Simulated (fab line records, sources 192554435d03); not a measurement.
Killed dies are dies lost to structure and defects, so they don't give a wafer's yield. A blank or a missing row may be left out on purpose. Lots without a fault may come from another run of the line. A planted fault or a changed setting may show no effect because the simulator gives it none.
One fault seen from 2 desks | flow n5_finfet | each desk has only its own numbers; what lay behind them comes last

THE TOOL OWNER'S DESK: rie_diel-05
The tool's own readings at N5_DUMMY_GATE_ETCH_42 (etches SiO2 in CHF3/O2, target depth 3.5 nm, time 31 s): means of the sampled wafers that have a number, for each lot that ran on this tool. A lot is out of limits, marked OUT, if its mean lies more than 4 standard deviations from the usual mean; the brackets give that distance. Of its 8 readings 7 are shown: those that lie furthest out on some lot.
Columns: A = CHF3_flow_sccm at N5_DUMMY_GATE_ETCH_42, usual 50.03 sccm; B = O2_flow_sccm at N5_DUMMY_GATE_ETCH_42, usual 5.001 sccm; C = drypump_motor_current_A at N5_DUMMY_GATE_ETCH_42, usual 5.8 A; D = oes_o_777_au at N5_DUMMY_GATE_ETCH_42, usual 0.81 a.u.; E = oes_product_au at N5_DUMMY_GATE_ETCH_42, usual 0.81 a.u.; F = rf_vpp_V at N5_DUMMY_GATE_ETCH_42, usual 42.4 V; G = throttle_valve_pct at N5_DUMMY_GATE_ETCH_42, usual 18.75 %
lot  | first seen here | A     | B     | C   | D    | E    | F    | G
L899 | day 3 08:22     | 49.90 | 4.996 | 5.8 | 0.78 | 0.78 | 42.9 | 18.94
L905 | day 4 18:58     | 50.07 | 4.977 | 6.0 | 0.77 | 1.02 | 42.6 | 18.70
L906 | day 4 22:04     | 49.87 | 4.995 | 5.6 | 0.82 | 1.04 | 43.2 | 18.92
L917 | day 7 19:54     | 50.15 | 5.022 | 6.0 | 0.74 | 0.76 | 42.6 | 18.85
L920 | day 8 12:53     | 49.94 | 4.987 | 5.6 | 0.79 | 0.80 | 43.1 | 18.97
This desk's finding: nothing out of limits on any of the 5 lots.

THE METROLOGY DESK
What the gauges read, lot by lot, whatever tool the lot ran on: means of the sampled wafers that have a number. A lot is out of limits, marked OUT, if its mean lies more than 4 standard deviations from the usual mean; the brackets give that distance. Of its 10 readings 7 are shown: those that lie furthest out on some lot.
Columns: A = DIBL_N at N5_BEOL_M4_RC_MEAS_101, usual 36.2 mV/V; B = IOFF_P at N5_BEOL_M4_RC_MEAS_101, usual 0.22 nA/um; C = ION_N at N5_BEOL_M4_RC_MEAS_101, usual 675 uA/um; D = ION_P at N5_BEOL_M4_RC_MEAS_101, usual 465 uA/um; E = SS_P at N5_BEOL_M4_RC_MEAS_101, usual 73.2 mV/dec; F = VT_N at N5_BEOL_M4_RC_MEAS_101, usual 250 mV; G = VT_P at N5_BEOL_M4_RC_MEAS_101, usual -249 mV
lot  | first seen here | A    | B    | C   | D   | E    | F   | G
L898 | day 8 07:03     | 38.0 | 0.23 | 689 | 468 | 73.7 | 248 | -250
L899 | day 8 23:46     | 35.3 | 0.24 | 667 | 467 | 73.6 | 252 | -247
L906 | day 9 21:13     | 37.1 | 0.25 | 680 | 463 | 73.5 | 247 | -245
L907 | day 10 09:11    | 37.6 | 0.25 | 678 | 472 | 73.7 | 244 | -247
L905 | day 10 09:42    | 37.8 | 0.27 | 683 | 474 | 73.3 | 248 | -246
L914 | day 12 00:33    | 34.8 | 0.20 | 665 | 462 | 72.0 | 252 | -248
L915 | day 12 08:17    | 38.1 | 0.23 | 685 | 467 | 73.7 | 247 | -248
L917 | day 13 05:14    | 35.3 | 0.19 | 658 | 454 | 73.7 | 254 | -252
L920 | day 13 10:43    | 37.4 | 0.22 | 676 | 460 | 74.0 | 250 | -249
This desk's finding: nothing out of limits on any of the 9 lots.

PUT TOGETHER
The tool owner's desk saw nothing out of limits.
The metrology desk saw nothing out of limits.

WHAT THE SIMULATOR HAD PUT IN
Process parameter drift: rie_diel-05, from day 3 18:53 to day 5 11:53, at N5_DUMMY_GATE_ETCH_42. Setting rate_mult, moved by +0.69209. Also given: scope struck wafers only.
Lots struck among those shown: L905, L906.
